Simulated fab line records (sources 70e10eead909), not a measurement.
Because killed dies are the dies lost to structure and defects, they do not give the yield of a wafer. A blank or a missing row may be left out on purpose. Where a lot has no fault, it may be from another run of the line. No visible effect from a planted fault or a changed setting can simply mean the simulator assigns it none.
fab line records	flow nand-harc
record lots=24	wafers=72	last-day=34
route steps=1302 shown A_CHANNEL_HOLE_D2@589 A_CHANNEL_FILL_D2@613 A_STAIRCASE@639
lots that met no fault: from a run of the same line without faults
start-h: hours from the record's first day to the start of the lot's first wafer shown	wait-h: time in hours since the lot's previous step	" the same as in the row above	L1.1+2: several wafers, shown together as one row	- no value present, or no start provided	* or withheld: withheld	< > ~ a bound
route shown NAME@n: NAME is a module with steps in the file, n the number in the route of the first one	usual: the fault-free wafers' mean and standard deviation	same: alike in all rows	chamber/n: place in a boat	sites: each site's reading	_std_site: how widely they spread, as a standard deviation	_edge_site: mean of outer sites minus mean of inner sites	radius-mm: how far each site lies from the wafer's centre	mask NAME#n: copy n	behind: the most recent tool/chamber to have shaped the wafer	hold: reason for holding the lot/hours on hold/outcome of the hold	device: the n, p or np transistor that did not switch	end of line: at the end of the route, the tests of the same wafers	a step with no rows: only its recipe	killed: count of dies lost to structure and defects at first sort (not the wafer's yield)	map: dies across one wafer; x = killed, . = not, _ = none there
set.NAME: the setting that was run; set.NAME@STEP: the one run at that earlier step	model.NAME: the simulator's own value behind a step, which no gauge read
a sample of lots followed through the steps of the route, with each step as a table and each wafer as a row
services: from which hour (start-h, from the record's first day; less than 0 if before it) a tool's chamber was out of use, for how many hours, and why
## steps
# step NHARC_A_CHANNEL_HOLE_D2_ETCH_16
# recipe target-depth-a=31000	over-etch-frac=0.3	time-s=806	ion-energy-ev=150	o2-flow-sccm=400	cos-flow-sccm=20	ar-flow-sccm=0	rf-w=500	bias-w=300	chemistry=O2/COS
# usual drypump-motor-current-A=5.7/0.42	oes-product-au=1.000/0.0073	rf-vpp-V=313.6/2.2	showerhead-plenum-p-Torr=3.09/0.14	throttle-valve-pct=28.330/0.0088
# same over-etch-frac=0.3
lot.wafer	tool	chamber	start-h	wait-h	drypump-motor-current-A	oes-product-au	rf-hours-counter-h	rf-vpp-V	showerhead-plenum-p-Torr	throttle-valve-pct
L074.3	rie-diel-06	1	-	-	6.5	0.989	10.9	311.8	2.97	28.326
L074.6	"	2	"	"	5.0	0.990	-	315.2	3.18	28.325
L074.5	"	3	"	"	5.5	0.997	-	310.7	2.92	28.332
L076.3	rie-diel-10	3	-	-	5.4	1.011	3.2	313.3	3.14	28.327
L076.2	"	1	"	"	5.7	1.003	3.3	315.6	3.20	28.330
L076.6	"	3	"	"	5.4	1.004	-	314.3	3.14	28.332
L075.2	rie-diel-10	2	-	-	5.6	0.996	4.3	318.5	3.33	28.333
L075.5	"	1	"	"	5.8	0.992	-	314.6	3.20	28.333
L075.6	"	2	"	"	5.6	0.997	-	317.1	3.33	28.316
L077.2	rie-diel-06	1	-	-	6.4	0.984	0.3	313.6	2.97	28.326
L077.5	"	1	"	"	6.4	0.988	-	313.3	2.97	28.328
L077.6	"	2	"	"	5.0	1.006	-	315.6	3.18	28.337
L078.4	rie-diel-10	1	-	-	5.8	1.003	5.1	317.2	3.20	28.330
L078.1	"	2	"	"	5.6	1.001	5.6	316.7	3.33	28.328
L078.6	"	2	"	"	5.6	0.995	-	316.6	3.33	28.331
L079.1	rie-diel-06	1	-	-	6.4	0.993	1.7	312.8	2.97	28.324
L079.3	"	3	"	"	5.5	0.999	2.3	311.3	2.92	28.344
L079.5	"	1	"	"	6.4	0.996	-	311.1	2.96	28.338
L080.1	rie-diel-10	0	-	-	6.2	1.002	5.5	310.6	2.97	28.345
L080.2	"	2	"	"	5.6	0.993	6.7	317.8	3.33	28.342
L080.3	"	3	"	"	5.4	0.996	5.8	314.6	3.14	28.336
L082.2	rie-diel-10	1	-	-	5.8	1.001	7.0	314.1	3.20	28.330
L082.4	"	2	"	"	5.6	1.009	7.2	316.1	3.33	28.331
L082.6	"	1	"	"	5.8	1.007	-	315.8	3.20	28.335
L081.1	rie-diel-08	2	-	-	6.0	1.009	9.6	312.4	2.95	28.318
L081.3	"	3	"	"	6.2	1.016	9.7	312.5	3.09	28.313
L081.6	"	0	"	"	5.4	1.005	-	314.4	3.19	28.334
L083.2	rie-diel-10	1	-	-	5.8	1.001	8.5	314.0	3.20	28.314
L083.4	"	3	"	"	5.4	0.997	7.6	314.3	3.14	28.342
L083.5	"	2	"	"	5.6	0.999	-	316.2	3.33	28.337
L084.1	rie-diel-06	0	-	-	5.4	0.999	4.0	311.9	2.95	28.316
L084.4	"	1	"	"	6.4	0.986	4.2	312.9	2.96	28.320
L084.2	"	2	"	"	5.0	1.011	4.7	314.2	3.18	28.330
L085.2	rie-diel-10	0	-	-	6.2	1.010	9.2	310.3	2.96	28.347
L085.3	"	1	"	"	5.8	0.999	10.2	316.1	3.20	28.343
L085.4	"	3	"	"	5.4	1.008	9.0	314.2	3.14	28.328
L086.2	rie-diel-06	3	-	-	5.5	0.993	5.2	311.3	2.92	28.333
L086.4	"	0	"	"	5.4	1.004	4.7	311.6	2.95	28.318
L086.5	"	2	"	"	5.0	1.002	-	313.1	3.18	28.321
L087.1	rie-diel-06	0	-	-	5.5	0.994	5.6	310.4	2.95	28.320
L087.2	"	1	"	"	6.4	0.985	5.8	311.2	2.96	28.340
L087.3	"	3	"	"	5.5	0.995	6.2	310.1	2.92	28.323
L089.2	rie-diel-06	3	-	-	5.5	0.989	6.5	312.2	2.92	28.342
L089.1	"	2	"	"	5.0	1.008	6.7	314.4	3.18	28.326
L089.5	"	3	"	"	5.5	0.997	-	311.0	2.92	28.330
L088.2	rie-diel-10	3	-	-	5.4	0.994	1.1	315.2	3.14	28.325
L088.3	"	0	"	"	6.2	1.000	1.2	311.4	2.96	28.314
L088.1	"	1	"	"	5.7	0.995	1.1	315.2	3.19	28.334
L090.2	rie-diel-10	3	-	-	5.4	1.004	1.8	315.7	3.14	28.327
L090.6	"	0	"	"	6.3	1.012	-	313.6	2.96	28.333
L090.5	"	1	"	"	5.8	1.006	-	315.0	3.19	28.339
L091.3	rie-diel-06	0	-	-	5.5	0.996	8.3	311.8	2.95	28.323
L091.1	"	1	"	"	6.4	0.985	7.7	312.2	2.96	28.329
L091.5	"	3	"	"	5.5	1.002	-	311.6	2.92	28.323
L093.2	rie-diel-10	0	-	-	6.2	0.999	3.0	311.5	2.96	28.329
L093.3	"	2	"	"	5.6	0.997	1.7	316.8	3.33	28.322
L093.5	"	0	"	"	6.2	0.998	-	312.7	2.96	28.331
L092.4	rie-diel-08	1	-	-	5.4	1.008	3.5	313.9	3.26	28.331
L092.1	"	2	"	"	6.0	1.004	5.9	312.8	2.94	28.319
L092.6	"	2	"	"	6.0	0.994	-	311.7	2.95	28.326
L094.3	rie-diel-10	2	-	-	5.6	1.004	2.7	316.6	3.33	28.326
L094.4	"	1	"	"	5.8	0.997	3.8	313.5	3.19	28.332
L094.6	"	2	"	"	5.6	1.014	-	317.1	3.32	28.325
L095.1	rie-diel-06	1	-	-	6.5	1.000	0.4	313.3	2.96	28.331
L095.4	"	3	"	"	5.5	1.007	0.2	309.7	2.92	28.329
L095.5	"	1	"	"	6.4	1.010	-	311.0	2.96	28.322
L097.3	rie-diel-08	1	-	-	5.4	1.012	6.7	317.6	3.26	28.333
L097.4	"	3	"	"	6.2	1.015	8.2	314.5	3.08	28.319
L097.6	"	2	"	"	6.0	0.994	-	311.2	2.94	28.342
L096.2	rie-diel-06	1	-	-	6.4	0.996	4.2	312.1	2.96	28.326
L096.3	"	3	"	"	5.5	0.996	3.5	310.7	2.91	28.326
L096.6	"	2	"	"	5.0	1.001	-	315.5	3.18	28.329
# step NHARC_A_CHANNEL_FILL_D2_ALD_03
# recipe target-thk-a=60	pulse-time-s=60	ald-cycles=58	temp-c=630	pressure-torr=2	material=SiNx
# usual precursor-pulse-height-rel=1.001/0.019
# same ald-cycles=58
lot.wafer	tool	chamber	start-h	wait-h	precursor-pulse-height-rel
L074.3	ald-sin-batch-01	0	-	-	1.001
L074.5	"	0	"	"	1.012
L074.6	"	0	"	"	0.989
L075.2	ald-sin-batch-02	0	-	-	1.030
L075.5	"	0	"	"	0.976
L075.6	"	0	"	"	0.975
L076.2	ald-sin-batch-02	0	-	-	0.997
L076.3	"	0	"	"	1.005
L076.6	"	0	"	"	1.014
L077.2	ald-sin-batch-02	0	-	-	0.979
L077.5	"	0	"	"	1.014
L077.6	"	0	"	"	1.008
L078.1	ald-sin-batch-03	0	-	-	0.992
L078.4	"	0	"	"	1.029
L078.6	"	0	"	"	0.986
L079.1	ald-sin-batch-01	0	-	-	1.001
L079.3	"	0	"	"	0.997
L079.5	"	0	"	"	1.013
L080.1	ald-sin-batch-02	0	-	-	0.985
L080.2	"	0	"	"	0.967
L080.3	"	0	"	"	1.019
L081.1	ald-sin-batch-03	0	-	-	1.010
L081.3	"	0	"	"	1.000
L081.6	"	0	"	"	0.985
L082.2	ald-sin-batch-03	0	-	-	0.995
L082.4	"	0	"	"	0.982
L082.6	"	0	"	"	1.011
L083.2	ald-sin-batch-01	0	-	-	0.994
L083.4	"	0	"	"	1.004
L083.5	"	0	"	"	0.981
L084.1	ald-sin-batch-03	0	-	-	1.005
L084.2	"	0	"	"	0.991
L084.4	"	0	"	"	1.010
L085.2	ald-sin-batch-02	0	-	-	0.998
L085.3	"	0	"	"	1.019
L085.4	"	0	"	"	1.008
L086.2	ald-sin-batch-03	0	-	-	1.000
L086.4	"	0	"	"	0.982
L086.5	"	0	"	"	1.037
L087.1	ald-sin-batch-02	0	-	-	1.014
L087.2	"	0	"	"	1.004
L087.3	"	0	"	"	1.013
L089.1	ald-sin-batch-01	0	-	-	0.979
L089.2	"	0	"	"	1.009
L089.5	"	0	"	"	0.983
L088.1	ald-sin-batch-01	0	-	-	0.977
L088.2	"	0	"	"	1.000
L088.3	"	0	"	"	0.956
L090.2	ald-sin-batch-03	0	-	-	1.053
L090.5	"	0	"	"	0.992
L090.6	"	0	"	"	0.994
L091.1	ald-sin-batch-02	0	-	-	1.006
L091.3	"	0	"	"	1.008
L091.5	"	0	"	"	1.006
L092.1	ald-sin-batch-02	0	-	-	1.012
L092.4	"	0	"	"	1.007
L092.6	"	0	"	"	1.039
L093.2	ald-sin-batch-02	0	-	-	0.999
L093.3	"	0	"	"	1.006
L093.5	"	0	"	"	1.024
L094.3	ald-sin-batch-01	0	-	-	1.020
L094.4	"	0	"	"	1.038
L094.6	"	0	"	"	1.002
L095.1	ald-sin-batch-03	0	-	-	0.997
L095.4	"	0	"	"	1.004
L095.5	"	0	"	"	1.002
L097.3	ald-sin-batch-02	0	-	-	1.014
L097.4	"	0	"	"	0.995
L097.6	"	0	"	"	0.997
L096.2	ald-sin-batch-01	0	-	-	0.967
L096.3	"	0	"	"	1.030
L096.6	"	0	"	"	1.010
# step NHARC_A_CHANNEL_FILL_D2_ALD_25
# recipe target-thk-a=600	pulse-time-s=10	ald-cycles=600	temp-c=300	material=SiOx
# usual heater-power-w=479/43	precursor-pulse-height-rel=1.002/0.019
# same ald-cycles=600
lot.wafer	tool	chamber	start-h	wait-h	heater-power-w	precursor-pulse-height-rel
L074.3	ald-hk-01	1	336.54	1.3	579	0.968
L074.6	"	3	337.77	2.5	451	0.998
L074.5	"	0	"	"	508	0.988
L076.2	ald-hk-04	2	350.72	0.1	433	1.015
L076.3	"	3	"	"	471	1.029
L076.6	"	2	353.20	2.5	428	0.977
L075.2	ald-hk-01	0	351.94	1.3	499	1.033
L075.6	"	2	353.19	2.5	507	0.986
L075.5	"	3	"	"	451	1.011
L077.2	ald-hk-02	1	363.42	0.1	503	1.004
L077.6	"	1	365.86	2.5	497	1.011
L077.5	"	2	"	"	440	0.969
L078.4	ald-hk-01	0	379.36	0.6	521	0.994
L078.1	"	1	"	"	567	1.008
L078.6	"	1	382.40	3.6	568	1.002
L079.1	ald-hk-01	0	383.68	0.1	494	0.993
L079.3	"	3	385.54	1.9	452	0.983
L079.5	"	1	386.78	3.2	554	1.014
L080.1	ald-hk-02	1	395.93	0.1	500	0.978
L080.3	"	3	397.15	1.3	450	1.005
L080.2	"	0	"	"	447	1.001
L081.1	ald-hk-04	2	404.27	0.1	433	1.024
L081.3	"	1	406.14	1.9	494	1.007
L081.6	"	3	407.38	3.2	466	1.008
L082.2	ald-hk-01	3	406.75	2.5	447	1.001
L082.4	"	0	407.99	3.8	511	1.006
L082.6	"	1	409.22	5.0	568	1.013
L083.2	ald-hk-02	2	417.63	0.1	440	1.000
L083.4	"	0	418.85	1.3	446	0.992
L083.5	"	2	420.08	2.5	434	0.975
L084.1	ald-hk-02	0	437.26	0.1	443	1.013
L084.2	"	1	"	"	499	1.012
L084.4	"	2	"	"	442	1.006
L086.4	ald-hk-02	3	441.17	0.0	448	1.015
L086.2	"	0	"	"	440	0.969
L086.5	"	3	443.62	2.5	463	1.008
L085.3	ald-hk-01	0	441.18	0.1	510	0.989
L085.4	"	1	"	"	584	1.003
L085.2	"	3	443.00	1.9	449	1.008
L087.2	ald-hk-04	0	477.16	0.7	488	1.024
L087.3	"	1	"	"	515	0.998
L087.1	"	2	"	"	408	1.008
L089.1	ald-hk-02	1	479.73	0.1	506	1.027
L089.2	"	2	"	"	438	0.981
L089.5	"	1	482.16	2.5	483	0.993
L088.1	ald-hk-02	1	494.42	0.1	496	1.032
L088.2	"	2	"	"	447	0.990
L088.3	"	0	496.25	1.9	446	0.987
L091.1	ald-hk-02	2	504.82	0.1	438	0.974
L091.3	"	0	506.04	1.3	438	1.002
L091.5	"	3	507.87	3.1	450	0.974
L090.2	ald-hk-01	2	506.70	1.9	547	0.980
L090.5	"	3	"	"	415	1.026
L090.6	"	0	"	"	503	1.020
L093.3	ald-hk-02	2	519.01	0.0	448	0.970
L093.2	"	1	520.85	1.9	505	1.002
L093.5	"	2	"	"	442	1.024
L092.1	ald-hk-04	1	519.01	0.1	511	1.056
L092.4	"	0	522.71	3.7	488	1.015
L092.6	"	2	525.17	6.2	409	1.022
L094.4	ald-hk-01	1	532.33	0.7	540	1.010
L094.3	"	3	533.54	1.9	414	1.021
L094.6	"	0	"	"	508	0.994
L095.4	ald-hk-01	2	537.71	0.1	550	0.975
L095.1	"	1	539.57	1.9	528	0.987
L095.5	"	3	540.81	3.2	420	1.024
L097.3	ald-hk-02	2	566.70	0.0	410	0.975
L097.4	"	3	"	"	488	1.017
L097.6	"	3	569.72	3.1	467	0.988
L096.2	ald-hk-01	3	595.12	0.1	405	1.020
L096.3	"	1	596.35	1.3	543	1.052
L096.6	"	0	598.18	3.1	505	1.005
# step NHARC_A_CHANNEL_FILL_D2_INSPECT_13
# usual raw-defect-count=427/150
lot.wafer	tool	chamber	start-h	wait-h	raw-defect-count
L074.3	defect-inspect-01	-	347.46	0.1	335
L074.5	"	-	"	"	303
L074.6	"	-	"	"	414
L075.2	defect-inspect-02	-	362.80	0.1	352
L075.5	"	-	"	"	665
L075.6	"	-	"	"	335
L076.2	defect-inspect-01	-	362.81	0.1	625
L076.3	"	-	"	"	578
L076.6	"	-	"	"	471
L077.2	defect-inspect-02	-	375.39	0.1	436
L077.5	"	-	"	"	576
L077.6	"	-	"	"	402
L078.1	defect-inspect-02	-	392.13	0.2	439
L078.4	"	-	"	"	443
L078.6	"	-	"	"	437
L079.1	defect-inspect-02	-	395.68	0.2	313
L079.3	"	-	"	"	268
L079.5	"	-	"	"	327
L080.1	defect-inspect-01	-	407.95	0.2	446
L080.2	"	-	"	"	255
L080.3	"	-	"	"	383
L081.1	defect-inspect-01	-	416.22	0.2	596
L081.3	"	-	"	"	406
L081.6	"	-	"	"	586
L082.2	defect-inspect-02	-	420.04	0.1	217
L082.4	"	-	"	"	256
L082.6	"	-	"	"	236
L083.2	defect-inspect-01	-	429.43	0.1	583
L083.4	"	-	"	"	331
L083.5	"	-	"	"	435
L084.1	defect-inspect-02	-	449.11	0.2	394
L084.2	"	-	"	"	244
L084.4	"	-	"	"	249
L085.2	defect-inspect-02	-	453.01	0.1	363
L085.3	"	-	"	"	231
L085.4	"	-	"	"	378
L086.2	defect-inspect-01	-	453.04	0.2	643
L086.4	"	-	"	"	687
L086.5	"	-	"	"	867
L087.1	defect-inspect-02	-	488.54	0.2	308
L087.2	"	-	"	"	242
L087.3	"	-	"	"	284
L089.1	defect-inspect-01	-	491.70	0.2	246
L089.2	"	-	"	"	435
L089.5	"	-	"	"	378
L088.1	defect-inspect-01	-	506.34	0.2	725
L088.2	"	-	"	"	437
L088.3	"	-	"	"	394
L090.2	defect-inspect-02	-	516.64	0.1	563
L090.5	"	-	"	"	348
L090.6	"	-	"	"	474
L091.1	defect-inspect-01	-	516.65	0.2	791
L091.3	"	-	"	"	455
L091.5	"	-	"	"	381
L093.2	defect-inspect-02	-	530.92	0.1	341
L093.3	"	-	"	"	828
L093.5	"	-	"	"	526
L092.1	defect-inspect-01	-	535.31	0.2	302
L092.4	"	-	"	"	266
L092.6	"	-	"	"	372
L094.3	defect-inspect-01	-	543.75	0.1	430
L094.4	"	-	"	"	596
L094.6	"	-	"	"	327
L095.1	defect-inspect-02	-	549.74	0.2	304
L095.4	"	-	"	"	494
L095.5	"	-	"	"	304
L097.3	defect-inspect-01	-	578.69	0.1	663
L097.4	"	-	"	"	389
L097.6	"	-	"	"	394
L096.2	defect-inspect-02	-	606.97	0.1	484
L096.3	"	-	"	"	543
L096.6	"	-	"	"	545
# step NHARC_A_STAIRCASE_DEP_156
# recipe target-thk-a=500	temp-c=400	target-thk-nm=50	flow-sccm=200	rf-w=450	material=SiNx
# usual heater-power-w=753/120
lot.wafer	tool	chamber	start-h	wait-h	heater-power-w
L074.3	pecvd-04	2	347.53	0.1	824
L074.6	"	2	"	"	841
L074.5	"	0	"	"	643
L076.3	pecvd-03	2	362.87	0.1	899
L076.2	"	0	"	"	596
L076.6	"	1	"	"	660
L075.2	pecvd-04	2	362.90	0.1	835
L075.6	"	1	"	"	782
L075.5	"	0	"	"	562
L077.2	pecvd-02	1	375.65	0.3	794
L077.6	"	1	"	"	792
L077.5	"	2	"	"	635
L078.1	pecvd-02	0	392.25	0.1	864
L078.4	"	2	"	"	546
L078.6	"	0	"	"	820
L079.3	pecvd-03	0	395.74	0.1	696
L079.1	"	1	"	"	611
L079.5	"	2	"	"	968
L080.3	pecvd-03	2	408.02	0.1	900
L080.2	"	0	"	"	713
L080.1	"	1	"	"	665
L081.1	pecvd-03	0	416.31	0.1	756
L081.3	"	1	"	"	643
L081.6	"	0	"	"	747
L082.2	pecvd-03	0	420.11	0.1	754
L082.6	"	0	"	"	724
L082.4	"	2	"	"	1000
L083.2	pecvd-03	1	429.60	0.2	745
L083.5	"	2	"	"	1020
L083.4	"	1	"	"	750
L084.1	pecvd-04	0	449.18	0.1	609
L084.2	"	2	"	"	784
L084.4	"	0	"	"	617
L085.2	pecvd-03	0	453.08	0.1	702
L085.3	"	1	"	"	714
L085.4	"	1	"	"	726
L086.2	pecvd-03	0	453.28	0.2	617
L086.4	"	0	"	"	632
L086.5	"	1	"	"	734
L087.2	pecvd-04	1	488.61	0.1	738
L087.1	"	2	"	"	840
L087.3	"	0	"	"	566
L089.2	pecvd-04	0	491.77	0.1	651
L089.1	"	1	"	"	735
L089.5	"	0	"	"	660
L088.2	pecvd-04	2	506.52	0.2	839
L088.3	"	0	"	"	676
L088.1	"	1	"	"	767
L090.2	pecvd-03	2	516.75	0.1	1028
L090.6	"	0	"	"	730
L090.5	"	1	"	"	744
L091.1	pecvd-04	2	516.88	0.2	794
L091.3	"	1	"	"	742
L091.5	"	0	"	"	563
L093.2	pecvd-02	2	531.01	0.1	637
L093.3	"	0	"	"	894
L093.5	"	0	"	"	869
L092.1	pecvd-04	1	535.38	0.1	715
L092.6	"	2	"	"	830
L092.4	"	0	"	"	634
L094.3	pecvd-04	1	543.85	0.1	632
L094.6	"	0	"	"	665
L094.4	"	1	"	"	645
L095.1	pecvd-02	0	549.87	0.1	885
L095.5	"	1	"	"	797
L095.4	"	2	"	"	677
L097.3	pecvd-03	0	578.75	0.1	645
L097.6	"	0	"	"	641
L097.4	"	1	"	"	567
L096.3	pecvd-03	1	607.07	0.1	697
L096.2	"	2	"	"	951
L096.6	"	1	"	"	665
# step NHARC_A_STAIRCASE_TRIM_18
# recipe time-s=211.2	o2-flow-sccm=500	ar-flow-sccm=0	bias-w=0	chemistry=O2
# usual drypump-motor-current-A=5.8/0.5	oes-product-au=0.999/0.0081	rf-vpp-V=57.8/0.79	showerhead-plenum-p-Torr=3.54/0.13	throttle-valve-pct=17.037/0.0091
lot.wafer	tool	chamber	start-h	wait-h	drypump-motor-current-A	oes-product-au	rf-hours-counter-h	rf-vpp-V	showerhead-plenum-p-Torr	throttle-valve-pct
L074.3	rie-diel-04	1	-	-	6.6	1.011	60	55.8	3.29	17.045
L074.6	"	1	"	"	6.6	1.012	-	56.3	3.29	17.008
L074.5	"	2	"	"	6.2	1.015	-	58.8	3.64	17.030
L075.2	rie-diel-12	0	-	-	5.0	0.996	32	57.3	3.45	17.036
L075.5	"	0	"	"	5.0	0.997	-	57.5	3.45	17.037
L075.6	"	1	"	"	5.5	0.983	-	58.4	3.61	17.036
L076.2	rie-diel-11	3	-	-	5.0	0.993	35	57.4	3.50	17.045
L076.3	"	1	"	"	6.2	0.997	32	57.5	3.68	17.038
L076.6	"	3	"	"	5.0	0.997	-	56.8	3.50	17.031
L077.2	rie-diel-12	3	-	-	6.2	0.990	33	57.6	3.44	17.029
L077.6	"	1	"	"	5.5	0.990	-	58.1	3.60	17.034
L077.5	"	2	"	"	5.4	1.007	-	58.1	3.63	17.031
L078.4	rie-diel-12	1	-	-	5.5	0.982	46	57.4	3.60	17.036
L078.1	"	2	"	"	5.5	1.002	43	57.3	3.63	17.020
L078.6	"	1	"	"	5.5	0.999	-	58.0	3.60	17.038
L079.3	rie-diel-12	2	-	-	5.4	1.001	43	58.1	3.63	17.046
L079.1	"	3	"	"	6.1	0.989	40	57.2	3.43	17.058
L079.5	"	1	"	"	5.5	0.989	-	58.8	3.60	17.023
L080.1	rie-diel-12	2	-	-	5.5	1.003	48	57.0	3.63	17.043
L080.3	"	0	"	"	5.0	1.002	47	57.8	3.44	17.049
L080.2	"	1	"	"	5.5	1.003	51	59.0	3.60	17.035
L081.1	rie-diel-12	0	-	-	5.0	0.997	48	58.3	3.44	17.043
L081.3	"	1	"	"	5.5	1.007	52	58.2	3.60	17.037
L081.6	"	0	"	"	5.0	1.003	-	58.0	3.44	17.036
L082.2	rie-diel-04	2	-	-	6.2	0.987	25	57.6	3.62	17.033
L082.4	"	3	"	"	6.0	0.993	-	59.7	3.73	17.036
L082.6	"	1	"	"	6.6	0.997	-	56.8	3.28	17.024
L083.4	rie-diel-12	2	433.26	-	5.4	1.001	53	57.6	3.62	17.040
L083.2	"	0	"	"	5.0	0.999	55	57.5	3.44	17.041
L083.5	"	3	"	"	6.1	1.006	-	58.1	3.43	17.031
L084.1	rie-diel-04	2	-	-	6.3	0.992	35	59.1	3.61	17.044
L084.2	"	3	"	"	6.0	0.997	36	57.0	3.72	17.036
L084.4	"	3	"	"	6.0	1.004	-	57.7	3.72	17.041
L085.3	rie-diel-04	2	-	-	6.2	1.013	36	58.5	3.61	17.031
L085.2	"	0	"	"	5.3	1.012	32	57.5	3.39	17.039
L085.4	"	3	"	"	6.0	1.007	-	58.3	3.72	17.031
L086.2	rie-diel-11	3	-	-	5.0	0.996	7	57.5	3.49	17.040
L086.4	"	0	"	"	6.3	1.005	5	57.2	3.63	17.049
L086.5	"	2	"	"	6.1	1.014	-	57.7	3.61	17.027
L087.1	rie-diel-12	3	-	-	6.1	0.996	13	55.5	3.42	17.042
L087.3	"	0	"	"	5.0	1.004	12	56.9	3.43	17.047
L087.2	"	2	"	"	5.5	0.998	13	57.7	3.62	17.032
L089.2	rie-diel-04	3	-	-	6.0	1.004	47	58.6	3.72	17.036
L089.1	"	2	"	"	6.2	1.002	46	57.1	3.61	17.037
L089.5	"	3	"	"	6.0	0.993	-	59.3	3.72	17.052
L088.2	rie-diel-04	2	-	-	6.2	0.981	56	57.1	3.60	17.044
L088.1	"	3	"	"	6.0	1.010	57	58.5	3.71	17.032
L088.3	"	1	"	"	6.6	1.000	31	57.1	3.28	17.046
L090.2	rie-diel-04	2	-	-	6.2	1.002	59	57.8	3.60	17.056
L090.5	"	0	"	"	5.3	0.995	-	57.0	3.38	17.051
L090.6	"	1	"	"	6.6	0.995	-	57.0	3.28	17.030
L091.1	rie-diel-04	0	-	-	5.3	1.004	48	58.0	3.38	17.035
L091.3	"	2	"	"	6.3	0.984	59	58.0	3.60	17.052
L091.5	"	3	"	"	6.0	0.998	-	57.8	3.71	17.028
L093.3	rie-diel-04	2	-	-	6.2	0.985	66	57.7	3.60	17.043
L093.2	"	3	"	"	6.0	1.002	66	57.6	3.70	17.043
L093.5	"	1	"	"	6.6	1.002	-	57.5	3.27	17.037
L092.1	rie-diel-12	1	-	-	5.5	1.003	22	57.5	3.58	17.044
L092.4	"	2	"	"	5.4	0.986	24	57.1	3.61	17.027
L092.6	"	0	"	"	5.0	1.008	-	57.6	3.42	17.040
L094.3	rie-diel-04	2	-	-	6.2	0.996	1	58.5	3.60	17.035
L094.4	"	3	"	"	6.0	0.997	1	57.8	3.70	17.029
L094.6	"	2	"	"	6.2	1.001	-	58.4	3.60	17.047
L095.4	rie-diel-12	3	-	-	6.1	0.990	30	57.0	3.41	17.026
L095.1	"	2	"	"	5.4	0.989	28	58.3	3.61	17.040
L095.5	"	0	"	"	5.0	0.991	-	58.7	3.42	17.035
L097.3	rie-diel-11	0	-	-	6.3	1.003	54	57.4	3.60	17.041
L097.6	"	2	"	"	6.1	1.012	-	58.9	3.58	17.042
L097.4	"	1	"	"	6.2	1.003	-	59.3	3.63	17.035
L096.2	rie-diel-04	2	-	-	6.2	0.999	19	58.5	3.59	17.019
L096.3	"	3	"	"	6.0	1.008	16	58.1	3.70	17.042
L096.6	"	2	"	"	6.2	0.996	-	56.9	3.59	17.035
## services
tool	chamber	start-h	hours	kind
rie-diel-12	-	268.44	9.0	pm
ald-sin-batch-02	-	272.28	26.0	pm
ald-hk-01	-	275.73	1.0	repair
ald-hk-02	-	276.00	2.3	repair
rie-diel-10	1	276.91	7.7	repair
rie-diel-04	0	281.80	16.0	repair
rie-diel-04	2	291.43	9.7	repair
rie-diel-10	2	297.69	3.4	repair
rie-diel-06	-	307.20	9.0	pm
rie-diel-04	-	357.82	9.0	pm
pecvd-03	-	366.24	13.0	pm
rie-diel-04	1	395.52	5.5	repair
rie-diel-04	1	411.04	2.2	repair
rie-diel-10	3	415.09	3.8	repair
rie-diel-04	0	416.90	7.5	repair
rie-diel-10	1	417.68	4.7	repair
rie-diel-10	-	419.50	9.0	pm
rie-diel-10	2	437.43	6.2	repair
rie-diel-04	1	446.43	59.4	repair
pecvd-03	-	501.58	6.1	repair
pecvd-03	1	522.78	4.3	repair
rie-diel-04	-	534.82	9.0	pm
pecvd-03	-	547.24	13.0	pm
rie-diel-10	-	596.50	9.0	pm
## key
fault none
